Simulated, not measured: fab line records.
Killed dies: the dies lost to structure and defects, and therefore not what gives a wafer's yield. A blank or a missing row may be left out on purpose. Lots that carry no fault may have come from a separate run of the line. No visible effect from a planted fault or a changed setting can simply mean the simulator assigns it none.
fab line records	flow n5_finfet
record lots=4	wafers=10	last_day=16
route steps=1938 shown BEOL_M3@1012 BEOL_M4@1021 PASSIVATION@1936
lots that met no fault: from a run of the same line without faults
start_h: start of the lot's first displayed wafer, in hours after the record's first day	wait_h: hours elapsed since this lot's preceding step	" unchanged from the row above	L1.1+2: several wafers, shown together as one row	- no value, or no start given	* or withheld: withheld	< > ~ a bound
route shown NAME@n: NAME is a module with steps in the file, n the number in the route of the first one	usual: mean/standard deviation taken from wafers without a fault	same: alike in all rows	chamber/n: place in a boat	sites: readings site by site	_std_site: how widely they spread, as a standard deviation	_edge_site: mean of outer sites minus mean of inner sites	radius_mm: how far each site lies from the wafer's centre	mask NAME#n: copy n	behind: the last tool/chamber to shape the wafer	hold: reason for holding the lot/hours on hold/outcome of the hold	device: which transistor (n, p or np) failed to switch	end of line: at the end of the route, the tests of the same wafers	for a step that has no rows: nothing shown but its recipe	killed: dies that structure and defects cost at the first sort, which is not the same as the wafer's yield	map: a wafer's dies, x killed, . not, _ none there
set.NAME: the setting the step ran with; set.NAME@STEP: the setting that earlier step ran with	model.NAME: the simulator's own value behind a step, which no gauge read
a table for each step, a row for each wafer; lots at some steps of the route
services: from which hour (start_h, from the record's first day; less than 0 if before it) a tool's chamber was out of use, for how many hours, and why
## steps
# step N5_BEOL_M3_ANNEAL_51
# recipe temp_c=225	time_s=90	ambient=N2
# step N5_BEOL_M3_CMP_52
# recipe stop_on=SiOC	t_overpolish_s=6.8	down_force_psi=1	platen_rpm=50	clearing_platen_down_force_psi=1.5	clearing_platen_rpm=50	post_cmp_clean=cu_alkaline	target_thk_nm=40	clearing_platen_pad_velocity_m_s=0.99484	pad_velocity_m_s=0.99484
# step N5_BEOL_M3_PRE_CLEAN_60
# recipe gas=NH3/H2	time_s=15	temp_c=*	rf_power_w=300
# step N5_BEOL_M3_CO_CAP_55
# recipe material=Co	target_thk_a=20	temp_c=200	precursor=CCTBA/H2	pressure_torr=30	time_s=102.1
# step N5_BEOL_M3_PRE_CLEAN_56
# recipe gas=NH3	time_s=15	temp_c=withheld	rf_power_w=300
# step N5_BEOL_M3_DEP_57
# recipe material=SiCN	target_thk_a=80	temp_c=withheld	precursor=3MS/NH3	pressure_torr=3	rf_w=202	time_s=14
# step N5_BEOL_M4_ILD_DEP_00
# recipe material=SiOC	target_thk_a=790	temp_c=350	precursor=DEMS/O2	pressure_torr=5	rf_w=500	time_s=15.3
# step N5_BEOL_M4_PECVD_72
# recipe material=SiO2	target_thk_a=160	temp_c=400	precursor=TEOS/O2	pressure_torr=5.5	rf_w=450	teos_flow_sccm=53.8	gas=O2	flow_sccm=3000	time_s=18
# step N5_BEOL_M4_HM_DEP_02
# recipe material=TiN	target_thk_a=200	temp_c=25	chamber_pressure_pa=0.49996
# usual throttle_valve_pct=29.8/1.3
lot.wafer	tool	chamber	start_h	wait_h	throttle_valve_pct	model.TiN_of_BEOL_M4_HM_DEP_02.thk_nm
L871.3	pvd_sputter-02	-	168.23	0.7	31.3	20.2
L871.4	"	-	"	"	31.3	20.2
L871.6	"	-	"	"	28.3	20.2
L886.1	pvd_sputter-01	-	245.99	0.2	32.2	19.6
L886.3	"	-	"	"	27.4	19.6
L886.6	"	-	"	"	27.6	19.4
L889.2	pvd_sputter-01	-	271.84	0.2	31.2	28.6
L889.6	"	-	"	"	32.1	19.6
L891.2	pvd_sputter-01	-	284.22	0.3	32.1	28.4
L891.4	"	-	"	"	30.7	19.8
# step N5_BEOL_M4_COAT_61
# recipe resist=SOC	temp_c=250	time_s=60	spin_rpm=1500	resist_thk_nm=60
# step N5_BEOL_M4_COAT_62
# recipe resist=SiARC	temp_c=220	time_s=60	spin_rpm=1500	resist_thk_nm=12
# step N5_BEOL_M4_COAT_73
# recipe resist=underlayer	temp_c=205	time_s=60	spin_rpm=1500	resist_thk_nm=5
# step N5_BEOL_M4_COAT_05
# recipe resist=CAR-EUV	spin_rpm=1500	resist_thk_nm=30
# step N5_BEOL_M4_EBR_07
# recipe solvent=PGMEA	ebr_width_mm=1.5
# step N5_BEOL_M4_SOFTBAKE_06
# recipe temp_c=110	time_s=60	resist=CAR-EUV
# step N5_BEOL_M4_EXPOSE_08
# recipe mask_id=M4	na=0.33	source_shape=dipole	sigma_inner=0.369	sigma_outer=0.767	polarization=unpolarized	dose_mj=41.25
# step N5_BEOL_M4_PEB_09
# recipe peb_temp_c=100	peb_time_s=60	resist=CAR-EUV
# step N5_BEOL_M4_DEVELOP_10
# recipe develop_time_s=30	developer=TMAH	resist=CAR-EUV	rinse_liquid=surfactant_rinse	dry=air_spin	dev_temp_c=23
# step N5_BEOL_M4_DESCUM_16
# recipe chemistry=O2	time_s=7	source_power_w=50	bias_power_w=20	pressure_mtorr=20	rf_frequency_hz=2.712e+07	temp_c=40	resist=CAR-EUV	o2_flow_sccm=225
# step N5_BEOL_M4_ETCH_74
# recipe chemistry=N2/H2	target=underlayer	target_depth_a=65	mask_material=CAR-EUV	time_s=5.2	ion_energy_ev=200	pressure_mtorr=30	source_w=840	bias_w=150	n2_flow_sccm=200	h2_flow_sccm=200	ends=cleared
# step N5_BEOL_M4_ETCH_63
# recipe chemistry=CF4	target=SiARC	target_depth_a=156	mask_material=CAR-EUV	time_s=26	ion_energy_ev=80	pressure_mtorr=40	source_w=545	bias_w=36	Ar_flow_sccm=100	cf4_flow_sccm=100	ends=cleared
# step N5_BEOL_M4_ETCH_64
# recipe chemistry=N2/H2	target=SOC	target_depth_a=750	overetch_a=225	mask_material=SiARC	temp_c=40	time_s=121.9	ion_energy_ev=200	pressure_mtorr=30	source_w=840	bias_w=150	n2_flow_sccm=200	h2_flow_sccm=200
# step N5_BEOL_M4_STRIP_65
# recipe chemistry=N2/H2	temp_c=40	n2_flow_sccm=200	h2_flow_sccm=200	rf_frequency_hz=6e+07
# step N5_BEOL_M4_STRIP_75
# recipe chemistry=N2/H2	temp_c=40	n2_flow_sccm=200	h2_flow_sccm=200	rf_frequency_hz=6e+07
# step N5_BEOL_M4_STRIP_66
# recipe chemistry=CF4	resist=SiARC	power_w=300	bias_power_w=75	pressure_mtorr=50	cf4_flow_sccm=150	rf_frequency_hz=6e+07
# step N5_BEOL_M4_HM_OPEN_17
# recipe chemistry=Cl2/BCl3	target_depth_a=200	overetch_a=60	target=TiN	mask_material=SOC	ion_energy_ev=150	pressure_mtorr=10	icp_w=1000	bias_w=126	Cl2_flow_sccm=53.25	bcl3_flow_sccm=21.75	Ar_flow_sccm=25
# usual drypump_motor_current_A=6.2/0.45	oes_product_au=0.64/0.087	throttle_valve_pct=22.06/0.14
lot.wafer	tool	chamber	start_h	wait_h	drypump_motor_current_A	oes_product_au	rf_hours_counter_h	throttle_valve_pct	model.etch.depth_nm
L871.3	rie_metal-01	1	170.02	0.1	6.5	0.51	-	22.14	20.26
L871.4	"	0	"	"	6.3	0.54	-	22.20	20.12
L871.6	"	0	"	"	6.3	0.54	-	22.18	20.14
L886.1	rie_metal-01	0	246.92	0.0	6.3	0.52	122	22.22	19.69
L886.3	"	1	"	"	6.6	0.81	-	21.89	19.62
L886.6	"	0	"	"	6.3	0.52	-	22.22	19.46
L889.2	rie_metal-03	0	272.61	0.0	5.4	0.71	69	21.96	26.6
L889.6	"	1	"	"	6.5	0.70	-	21.87	19.64
L891.2	rie_metal-03	0	285.11	0.0	5.4	0.70	71	21.97	26.14
L891.4	"	1	"	"	6.5	0.69	-	21.87	19.81
# step N5_BEOL_M4_STRIP_19
# recipe chemistry=O2	power_w=400	temp_c=40	pressure_mtorr=30	rf_frequency_hz=6e+07	bias_power_w=0	overash_fraction=0.2	o2_flow_sccm=225
# step N5_BEOL_M4_COAT_67
# recipe resist=SOC	temp_c=250	time_s=60	spin_rpm=1500	resist_thk_nm=60
# step N5_BEOL_M4_COAT_68
# recipe resist=SiARC	temp_c=220	time_s=60	spin_rpm=1500	resist_thk_nm=12
# step N5_BEOL_M4_COAT_76
# recipe resist=underlayer	temp_c=205	time_s=60	spin_rpm=1500	resist_thk_nm=5
# step N5_BEOL_M4_COAT_22
# recipe resist=CAR-EUV	spin_rpm=1500	resist_thk_nm=30
# step N5_BEOL_M4_EBR_24
# recipe solvent=PGMEA	ebr_width_mm=1.5
# step N5_BEOL_M4_SOFTBAKE_23
# recipe temp_c=110	time_s=60	resist=CAR-EUV
# step N5_BEOL_M4_EXPOSE_25
# recipe mask_id=V3	na=0.33	source_shape=quasar	sigma_inner=0.2	sigma_outer=0.8	polarization=unpolarized	defocus_nm=5	dose_mj=63
# step N5_BEOL_M4_TRENCH_ETCH_37
# recipe chemistry=C4F6/O2	target_depth_a=555.55	target=SiOC	time_s=29.2	ion_energy_ev=250	pressure_mtorr=30	source_w=355	bias_w=185	Ar_flow_sccm=300	C4F6_flow_sccm=10	O2_flow_sccm=10
# usual drypump_motor_current_A=5.7/0.34	oes_product_au=0.78/0.094	rf_vpp_V=668/16	showerhead_plenum_p_Torr=2.86/0.087	throttle_valve_pct=20.83/0.28
lot.wafer	tool	chamber	start_h	wait_h	drypump_motor_current_A	oes_product_au	rf_hours_counter_h	rf_vpp_V	showerhead_plenum_p_Torr	throttle_valve_pct	model.TiN_of_BEOL_M4_HM_DEP_02.thk_nm
L871.3	rie_diel-01	2	-	-	5.7	0.70	250	653	2.78	21.24	18
L871.4	"	1	"	"	5.8	0.70	204	674	2.82	20.49	17.8
L871.6	"	1	"	"	5.8	0.71	-	674	2.82	20.49	17.8
L886.1	rie_diel-01	3	-	-	5.5	0.68	243	649	2.83	21.29	17.4
L886.3	"	2	"	"	5.7	0.91	13	654	2.78	20.86	17.2
L886.6	"	0	"	"	5.9	0.87	-	654	2.79	20.79	17.2
L889.2	rie_diel-03	1	-	-	5.6	0.79	96	677	2.85	20.65	26.2
L889.6	"	3	"	"	5.7	0.76	-	641	2.71	20.39	17.4
L891.2	rie_diel-01	0	-	-	5.9	0.85	56	655	2.79	20.81	26.2
L891.4	"	0	"	"	5.9	0.84	-	654	2.78	20.83	17.6
# step N5_BEOL_M4_OCD_MEAS_38
# usual trench_depth_nm=55.3/1.3
lot.wafer	tool	chamber	start_h	wait_h	trench_depth_nm
L871.3	ocd-02	-	174.76	-	55.8
L871.4	"	-	"	"	54.8
L871.6	"	-	"	"	54.2
L886.1	ocd-01	-	253.31	-	54.6
L886.3	"	-	"	"	56.2
L886.6	"	-	"	"	55.4
L889.2	ocd-01	-	275.58	-	38.7
L889.6	"	-	"	"	55.5
L891.2	ocd-01	-	294.02	-	32.7
L891.4	"	-	"	"	55.4
# step N5_BEOL_M4_RC_MEAS_101
# usual CHAIN_V3_max_site=240/10	DIBL_N=36.9/1.6	DIBL_P=37.1/2	IOFF_N=0.17/0.032	IOFF_P=0.22/0.036	ION_N=674/12	ION_P=463/7.8	SERP_M4_max_site=211/17	SS_N=71.7/0.63	SS_P=73.5/0.62	VT_N=249/3.3	VT_P=-250/3.5
lot.wafer	tool	chamber	start_h	wait_h	CHAIN_V3_max_site[ohm/link]	DIBL_N[mV/V]	DIBL_P[mV/V]	IOFF_N[nA/um]	IOFF_P[nA/um]	ION_N[uA/um]	ION_P[uA/um]	SERP_M4_max_site[ohm/um]	SS_N[mV/dec]	SS_P[mV/dec]	VT_N[mV]	VT_P[mV]
L871.3	prober-01	0	179.99	0.3	246	37.1	37.8	0.19	0.25	686	468	214	71.6	73.9	247	-250
L871.4	"	0	"	"	245	36.9	36.9	0.18	0.22	678	458	236	72.9	73.6	246	-251
L871.6	"	0	"	"	243	37.0	37.2	0.17	0.23	679	465	229	71.6	73.4	248	-250
L886.1	prober-01	0	257.27	0.0	240	33.8	35.5	0.14	0.19	667	462	220	70.4	73.1	249	-250
L886.3	"	0	"	"	234	37.8	39.3	0.21	0.25	686	468	202	71.9	74.0	244	-246
L886.6	"	0	"	"	236	38.2	39.2	0.21	0.24	682	462	194	72.3	74.1	248	-248
L889.2	prober-01	0	280.19	0.2	~571	36.1	35.9	0.16	0.25	672	468	~5.4054e+05	71.8	73.7	247	-246
L889.6	"	0	"	"	235	38.6	37.2	0.21	0.28	686	472	212	72.9	74.7	245	-245
L891.2	prober-02	0	298.55	0.2	~571	35.2	33.8	0.13	0.21	677	471	~5.4054e+05	70.9	73.2	254	-250
L891.4	"	0	"	"	225	36.9	35.5	0.15	0.24	689	475	222	71.6	73.8	249	-248
# step N5_PASSIVATION_PROBE_49
# usual defect_limited_yield=90.9/1.6	killed_at_M0_to_M3=34/11	killed_at_M4_up=14/5.7	killed_at_contacts=13/6.5	killed_at_front_end=43/11	killed_at_other=4/3.1	killed_dies=107/19	killed_on_rim=14/3.9	killed_open=71/14	killed_short=35/7.9	sort_bin_5_function=5.3/1.1	sort_bin_6_memory=3.4/0.74	sort_n_pass=1073/19	sort_yield_pct=90.9/1.6
# same gross_dies=1180	killed_at_back_side=0	sort_bin_4_leakage[%]=0	sort_bin_8_speed[%]=0
lot.wafer	tool	chamber	start_h	wait_h	defect_limited_yield[%]	killed_at_M0_to_M3	killed_at_M4_up	killed_at_contacts	killed_at_front_end	killed_at_other	killed_dies	killed_on_rim	killed_open	killed_short	sort_bin_5_function[%]	sort_bin_6_memory[%]	sort_n_pass	sort_yield_pct[%]
L889.2	prober-02	-	370.57	0.1	64.9	51	315	10	30	8	414	75	73	40	31.7	3.0	766	64.9
L889.6	prober-02	-	370.77	0.3	92.5	35	9	14	30	1	89	6	66	23	3.7	3.6	1091	92.5
L891.2	prober-01	-	392.67	0.1	58.1	44	365	10	65	10	494	111	97	47	37.1	4.6	686	58.1
# killed by level:class
L889.2 BEOL_M4:area_open=300 BEOL_M0_SAQP:geometric_particle:short=13 STI_FIN_REVEAL:geometric_particle:open=10 BEOL_M1:geometric_particle:open=10 BEOL_M3:geometric_particle:open=9 MOL_CONTACT_COAG:geometric_particle:open=8 BEOL_M0:geometric_particle:open=6 BEOL_M4:geometric_particle:open=6
L889.6 MOL_CONTACT_COAG:geometric_particle:open=14 STI_FIN_REVEAL:geometric_particle:open=13 BEOL_M0_SAQP:geometric_particle:short=10 BEOL_M0_SAQP:geometric_particle:open=8 BEOL_M3:geometric_particle:open=7 BEOL_M2:geometric_particle:open=5 DUMMY_GATE:geometric_particle:open=4 STI_FIN_REVEAL:geometric_particle:short=3
L891.2 BEOL_M4:area_open=349 FIN_SAQP:geometric_particle:open=22 FIN_SAQP:geometric_particle:short=16 BEOL_M0_SAQP:geometric_particle:open=12 BEOL_M0_SAQP:geometric_particle:short=12 MOL_CONTACT_COAG:geometric_particle:open=9 BEOL_M4:geometric_particle:open=8 ILD0:geometric_particle:open=6
# map L889.2 (x killed, . not)
_________________.......x..xx________________
______________...x...x........xx_____________
___________..x........x....xx...xxx__________
__________...........x....x......xxx_________
________.x....x...xx.x........xx.xxxxx_______
_______.x....x..........x...........xxx______
______....x.........x.......x...x....x.._____
_____.........................xx.........____
____....x...x..............x.....x........___
___.x......x.....xx.......x.....xxx.....x.x__
___...x...x....x............x.x......x..x.x__
__.............x...x......x..x....x.x.x....._
__x..x.....x...........x..........x.x..x.xx._
_x.x.....x....xx..........x.x.....x..x.x.xxxx
_.xx..............x.....x.x.....x...x...xx.xx
_...xx.....x....x........x..x..x.....xxxx.xxx
_.............x.x...x...x...xx.......xxxxxxxx
_......x......x......xx.xx....x...x....xxxxxx
_.......x....x....xx.xxx.xx.............xxxxx
_.................xxxxxxx.xx.....x...x....xxx
_.x......x..x...xxxx.xx.xx...............xx.x
__x...xx..xx.x..xxxxxxxxxx...x......x.....x._
__x........x..x...x.x..x.x.x................_
___xx.xxxx.x...xx.xx.xxxxx.x..x............__
___x.xxxxxx.......xx...xxx.x..x......x.....__
____xxx.xxxx.x.x..x..x..x..x.xx...........___
_____xxxx.xxxxx.xxx.x..x.x.xxx.xx......xx____
______xxxxx.x..xxxxxx.x.xxxxx.xxx......x_____
_______x.xx..x.xxxxxxxxxxxxxxx.x.x..x.x______
________xx......xxxx.xxxxxxxxxxx..xx.x_______
__________....x....xxxxxxxxxxxxxx.x._________
___________....x.x.xxxxxxxxxxxxxxxx__________
______________xx.xxxxxxxxxxxxxx._____________
_________________xx.xxxxxxxxx________________
# map L891.2 (x killed, . not)
_________________xxxxxx.xx.xx________________
______________x.x.xxx..x.x.xxxxx_____________
___________xx..x.x.xxx.x.....x.xxxx__________
__________.x...x.xxx.xx..x......xxxx_________
________...xxx.x.x.xx..xxx..x..x..x..x_______
_______x...x.xxxx.x.......x....x......x______
______...............x.x...x..x....x...._____
_____.................x..........x.......____
____..............xx.....................x___
___......xx..x...........x.................__
___............................x..x........__
__.......x.x............x...x..xx.xx......x._
__x.....x.x..x.x...x.x.......xx.x..x.....x.x_
_x.x..x...x............x.......x.x........xxx
_xxxx.........x...x..x.x.......x...x...xxxxxx
_xxx.x..x...........x......xx.x...x...xxxxxxx
_xxxxxx...x.................x.x.........xxxxx
_xx...........x......x...xx.xx.x.......x.xxxx
_xx...x........x.xx...xx.x.x.x.x......xxxxxxx
_x.x..x....x..x.x.......x.xxx...x..........xx
_xxxxxxxx....x......x.x.x....x............xxx
__xxx.x....x.x...x......x......x.x...x.x.x.x_
__xxx.xxx.x.x............x.x...............x_
___xxxxxx......x..x..x...x..x.x........x...__
___xxxxx.xx.x..xx.x.....xx.x.xx..x...x...xx__
____xxx.xxx...xx...x..xx.xxxxxx.x....x.x.x___
_____xxxxxx.xxxx.xxx.x.xxxx.xxxxxxxxx..x.____
______xxxxxxxx.xxxxxxxxxxxxxxxx.x..xxxxx_____
_______xxxxxxxxxxxxxxxxxxxx.xx.x.xxx.xx______
________x.xxx.xxxxxxxxxxxx.xxxxx.x.xxx_______
__________xxxxxxxxxxxxxxxxxxxxx..xxx_________
___________xx.xxxxxxxxxxxxxxxx.xxxx__________
______________xxxxxxxxxxxxxxxxxx_____________
_________________xxxxxxxxxxxx________________
## services
tool	chamber	start_h	hours	kind
pvd_sputter-01	-	149.90	7.8	repair
rie_diel-03	1	159.93	2.5	repair
rie_diel-03	-	170.76	0.3	repair
pvd_sputter-01	-	175.05	0.9	repair
rie_diel-01	2	175.18	-	clean
rie_diel-01	2	175.18	-	consumable_replace:focus_ring
rie_diel-01	2	175.18	38.4	scheduled_down
rie_diel-01	2	175.18	38.4	vent_cycle
rie_diel-01	-	179.88	15.6	pm
rie_metal-01	1	186.07	-	clean
rie_metal-01	1	186.07	16.2	scheduled_down
rie_metal-01	1	186.07	16.2	vent_cycle
rie_diel-01	-	198.29	0.4	repair
rie_diel-01	0	243.88	4.7	repair
rie_diel-01	-	251.62	1.0	repair
rie_metal-01	0	261.52	7.2	repair
rie_diel-01	3	271.09	-	clean
rie_diel-01	3	271.09	-	consumable_replace:focus_ring
rie_diel-01	3	271.09	30.4	scheduled_down
rie_diel-01	3	271.09	30.4	vent_cycle
## key
first_sign step=N5_BEOL_M4_OCD_MEAS_38	reading=trench_depth_nm	direction=down	sigmas=16	usual=55.3	struck=35.7
effect step=N5_BEOL_M4_RC_MEAS_101	reading=SERP_M4_max_site	direction=up	sigmas=99+	usual=211	struck=~5.4054e+05
effect step=N5_BEOL_M4_RC_MEAS_101	reading=CHAIN_V3_max_site	direction=up	sigmas=32	usual=240	struck=~571
effect step=N5_PASSIVATION_PROBE_49	reading=killed_at_M4_up	direction=up	sigmas=57	usual=14	struck=340
model_effect step=N5_BEOL_M4_HM_DEP_02	value=TiN_of_BEOL_M4_HM_DEP_02.thk_nm	without=19.9	struck=28.5
model_effect step=N5_BEOL_M4_HM_OPEN_17	value=etch.depth_nm	without=19.89	struck=26.37
model_effect step=N5_BEOL_M4_TRENCH_ETCH_37	value=TiN_of_BEOL_M4_HM_DEP_02.thk_nm	without=17.6	struck=26.2
more_kills_born_at N5_BEOL_M4_HM_OPEN_17@rie_metal-03=649
met_at N5_BEOL_M4_HM_DEP_02
struck_wafers L889.2,L891.2
onset_between 245.99 271.84
fault kind=process_parameter_drift	tool=pvd_sputter-01	chamber=-	onset_h=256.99	steps=N5_BEOL_M4_HM_DEP_02	channel=target_thk_a	offset=*	shape=step	end_h=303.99	scope=struck_wafers_only	acts_in=*	stated=*
